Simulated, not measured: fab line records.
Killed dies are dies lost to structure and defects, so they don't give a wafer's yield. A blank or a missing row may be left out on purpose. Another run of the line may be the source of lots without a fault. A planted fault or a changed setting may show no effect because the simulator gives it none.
8D (eight disciplines) problem report, filled in by code	flow n5_finfet	the parts of the form that need people (team, actions taken, sign-off) are left out

1. PROBLEM STATEMENT
Wafers without a fault read 185.1 W, standard deviation 0.57; bias_w at N5_BEOL_M6_TRENCH_ETCH_37 reads a mean of 161.0 W on 2 wafers belonging to 2 lots. That puts it -42 standard deviations away from the usual mean.
The step: etches SiCOH lowk in C4F6/O2, target depth 94.435 nm, time 31.5 s.
Earliest sighting: wafer L919.2 on rie_diel-03 at day 14 19:50. The record has a number at this step for 30 wafers belonging to 10 lots. Rule for "out", or "out of limits": more than 4 standard deviations from the usual mean. The other wafers with a number count as sound.

2. WHAT IT IS, AND WHAT IT ISN'T
question	is	is not
which readings at this step	bias_w, rf_vpp_V	drypump_motor_current_A, oes_product_au, showerhead_plenum_p_Torr, throttle_valve_pct
which lots	L919, L921	L903, L904, L905, L907, L909, L911, L912, L923
which wafers of those lots	L919.2, L921.3	L919.1, L919.3, L921.2, L921.4
read on which tools	rie_diel-03	rie_diel-01, rie_diel-04
when	from day 14 19:50	up to then (23 sound wafers); but 5 sound wafers of L921, L923 came after

3. SUSPECTS, AND WHAT RULES EACH OUT
Counting: if a tool at a process step up to the reading ran every lot that is out, it stays a suspect. Sound lots after the first of them don't rule it out here, since some wafers of a struck lot are sound.
- rie_diel-01 at N5_BEOL_M6_STRIP_67 (strips in CF4): kept. It processed each lot that is out (first: L919, day 14 17:33); up to then, its last sound lot is L911 (day 11 19:32).
- rie_diel-03 at N5_BEOL_M6_ETCH_66 (etches SOC in N2/H2, target depth 80 nm, overetch 16 nm, time 120 s): kept. It processed each lot that is out (first: L919, day 14 19:38); up to then, its last sound lot is L912 (day 12 03:17).
- rie_diel-03 at N5_BEOL_M6_TRENCH_ETCH_37 (etches SiCOH lowk in C4F6/O2, target depth 94.435 nm, time 31.5 s): kept. It processed each lot that is out (first: L919, day 14 19:50); up to then, its last sound lot is L912 (day 12 03:28). Out on those wafers are its own readings of bias_w, rf_vpp_V.
- At N5_BEOL_M6_ETCH_66, inside rie_diel-03: chamber 3 took the wafers that are out, while their sound lot-mates went through chambers 0, 2.
- At N5_BEOL_M6_TRENCH_ETCH_37, inside rie_diel-03: chamber 3 took the wafers that are out, while their sound lot-mates went through chambers 0, 2.
The count leaves rie_diel-01 at N5_BEOL_M6_STRIP_67, rie_diel-03 at N5_BEOL_M6_ETCH_66, and rie_diel-03 at N5_BEOL_M6_TRENCH_ETCH_37.

4. THE CAUSE (what the simulator had put in)
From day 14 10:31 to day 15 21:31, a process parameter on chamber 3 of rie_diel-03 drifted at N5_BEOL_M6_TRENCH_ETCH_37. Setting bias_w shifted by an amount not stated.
This tool is one of the 3 suspects left after counting.

5. THE CHAIN OF EFFECTS, in route order
Each row: a reading whose mean over the struck wafers that have a number lies more than 3 standard deviations from the usual. Only readings whose record carries a usual standard deviation are examined. hours: median over the lots of the time between each lot's start at the first step of this table that gives one and its start at this step. sigmas: the change, counted in usual standard deviations.
hours	step	reading	usual	on struck wafers	change	sigmas
0	N5_BEOL_M6_TRENCH_ETCH_37	bias_w	185.1 W	161.0	-24.1	-42
0	N5_BEOL_M6_TRENCH_ETCH_37	rf_vpp_V	656 V	566	-90	-8.2
Process steps it contains:
- N5_BEOL_M6_TRENCH_ETCH_37: etches SiCOH lowk in C4F6/O2, target depth 94.435 nm, time 31.5 s.

6. HOW IT WOULD HAVE BEEN CAUGHT EARLIER
9 hours passed between the start of the fault at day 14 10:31 and the first reading out of limits in this record, taken at day 14 19:50.
